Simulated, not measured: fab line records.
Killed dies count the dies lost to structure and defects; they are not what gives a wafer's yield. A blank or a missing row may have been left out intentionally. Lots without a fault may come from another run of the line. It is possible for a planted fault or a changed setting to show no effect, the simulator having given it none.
Which tool did it? || flow n5_finfet || 33 wafers from 11 lots sampled at 2 of the route's 1938 steps

== WHAT EACH GAUGE READ, for each wafer ==
N5_BEOL_M11_THK_MEAS_01. Usual: M11_ILD_THK gives 268 nm (standard deviation 3.6).
{"lot": "L859", "measured": "day 11 10:47", "on": "film_metro-01", "M11_ILD_THK (nm)": "270 268 269", "flag": ""}
{"lot": "L861", "measured": "day 12 01:17", "on": "film_metro-02", "M11_ILD_THK (nm)": "265 269 270", "flag": ""}
{"lot": "L860", "measured": "day 12 01:28", "on": "film_metro-01", "M11_ILD_THK (nm)": "267 271 273", "flag": ""}
{"lot": "L862", "measured": "day 12 02:26", "on": "film_metro-02", "M11_ILD_THK (nm)": "266 275 272", "flag": ""}
{"lot": "L864", "measured": "day 12 23:19", "on": "film_metro-02", "M11_ILD_THK (nm)": "267 265 275", "flag": ""}
{"lot": "L868", "measured": "day 13 21:14", "on": "film_metro-02", "M11_ILD_THK (nm)": "265 266 267", "flag": ""}
{"lot": "L865", "measured": "day 13 23:03", "on": "film_metro-02", "M11_ILD_THK (nm)": "262 268 270", "flag": ""}
{"lot": "L870", "measured": "day 14 06:19", "on": "film_metro-01", "M11_ILD_THK (nm)": "267 264 273", "flag": ""}
{"lot": "L869", "measured": "day 14 08:35", "on": "film_metro-01", "M11_ILD_THK (nm)": "267 266 272", "flag": ""}
{"lot": "L874", "measured": "day 15 18:01", "on": "film_metro-01", "M11_ILD_THK (nm)": "269 274 274", "flag": ""}
{"lot": "L877", "measured": "day 16 09:31", "on": "film_metro-02", "M11_ILD_THK (nm)": "269 268 267", "flag": ""}

N5_BEOL_M11_OVL_MEAS_12. Usual: M11_OVL gives -0.6 nm (standard deviation 0.92).
{"lot": "L859", "measured": "day 11 12:20", "on": "overlay-01", "M11_OVL (nm)": "-0.6 -2.0 -1.2", "flag": ""}
{"lot": "L861", "measured": "day 12 04:56", "on": "overlay-01", "M11_OVL (nm)": "-1.7 -1.0 -1.2", "flag": ""}
{"lot": "L860", "measured": "day 12 05:07", "on": "overlay-01", "M11_OVL (nm)": "-0.4 0.6 0.5", "flag": ""}
{"lot": "L862", "measured": "day 12 05:08", "on": "overlay-01", "M11_OVL (nm)": "-0.6 -1.4 0.4", "flag": ""}
{"lot": "L864", "measured": "day 13 00:11", "on": "overlay-02", "M11_OVL (nm)": "1.5 -0.1 0.2", "flag": ""}
{"lot": "L868", "measured": "day 13 22:44", "on": "overlay-02", "M11_OVL (nm)": "-0.2 0.1 -1.2", "flag": ""}
{"lot": "L865", "measured": "day 13 23:52", "on": "overlay-01", "M11_OVL (nm)": "-1.3 0.2 0.2", "flag": ""}
{"lot": "L870", "measured": "day 14 07:03", "on": "overlay-02", "M11_OVL (nm)": "-0.9 -0.7 -0.7", "flag": ""}
{"lot": "L869", "measured": "day 14 09:46", "on": "overlay-01", "M11_OVL (nm)": "1.1 0.1 -0.2", "flag": ""}
{"lot": "L874", "measured": "day 15 18:38", "on": "overlay-01", "M11_OVL (nm)": "-1.4 -2.1 -1.1", "flag": ""}
{"lot": "L877", "measured": "day 16 10:24", "on": "overlay-02", "M11_OVL (nm)": "-0.7 -0.3 -1.3", "flag": ""}

== EACH LOT AND THE TOOL THAT RAN IT (in order: tool; ch and the chambers of the sampled wafers; start) ==
Record: no process step prior to these readings.

== AS READ BY THE TOOLS THEMSELVES (means over the sampled wafers that have a number; for cases with no such wafer, the mark the record gives instead) ==
The record holds no such reading with a usual standard deviation.

== THE ANSWER, worked out from the rows above alone ==
Rule: lot off if the mean of its wafers having a number is beyond 3 standard deviations from the usual mean. A lot without any number at a reading at which 4 lots or more have one is off too. Any other lot the step has rows for is counted as sound. After the gauges, taken in route order, come the tools' own readings; for these a lot's mean is taken, as printed above. At the first step where some lot is off, the reading lying furthest off is the one used; lots without a number count as furthest.
None of the lots is off at any reading shown; this tells nothing.

== WHAT THE SIMULATOR PUT IN ==
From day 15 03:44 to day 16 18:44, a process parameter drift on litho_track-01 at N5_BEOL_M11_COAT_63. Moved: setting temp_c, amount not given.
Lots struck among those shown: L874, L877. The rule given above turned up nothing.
